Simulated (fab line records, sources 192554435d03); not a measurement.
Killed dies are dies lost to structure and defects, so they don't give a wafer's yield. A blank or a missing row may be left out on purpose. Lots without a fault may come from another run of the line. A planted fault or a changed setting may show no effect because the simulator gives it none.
Chamber matching | flow n5_finfet | N5_BEOL_M7_DESCUM_16 on rie_diel-04: 4 sister chambers
The step chemistry O2, time 7.9 s. 8 wafers are shown with their chamber, then 7 later ones without.

WAFERS WITH THEIR CHAMBER
wafer  | chamber | throttle_valve_pct (%) | drypump_motor_current_A (A)
L076.2 | 1       | 20.30                  | 6.1
L079.3 | 1       | 20.31                  | 6.1
L079.4 | 3       | 20.65                  | 5.8
L079.6 | 0       | 20.75                  | 5.6
L080.5 | 2       | 20.22                  | 5.7
L080.6 | 3       | 20.64                  | 5.9
L086.2 | 0       | 20.78                  | 5.6
L086.3 | 2       | 20.25                  | 5.7

WAFERS WITHOUT THEIR CHAMBER
wafer  | throttle_valve_pct (%) | drypump_motor_current_A (A)
L086.6 | 20.33                  | 6.1
L087.1 | 20.25                  | 5.7
L087.3 | 20.67                  | 5.8
L087.6 | 20.32                  | 6.1
L088.1 | 20.35                  | 6.1
L088.4 | 20.26                  | 5.7
L088.6 | 20.80                  | 5.6

WHICH CHAMBER EACH WENT THROUGH
wafer  | from the rows above | in truth
L086.6 | 1                   | 1
L087.1 | 2                   | 2
L087.3 | 3                   | 3
L087.6 | 1                   | 1
L088.1 | 1                   | 1
L088.4 | 2                   | 2
L088.6 | 0                   | 0
Placed correctly: 7 of 7. Can't be placed from these rows: 0. Placed wrongly: 0.
How it was worked out, from the rows above alone: a wafer's distance from a chamber is the root of the sum, over the readings, of the square of ((its reading less the chamber's mean) divided by the reading's scatter). The wafer belongs to the nearest chamber; if the next one is less than 2 further off, it can't be placed. A chamber's mean is the mean of its shown wafers. The scatter: the root of (the sum of the squares of (reading less its chamber's mean) over the shown wafers, divided by (wafers less chambers)).
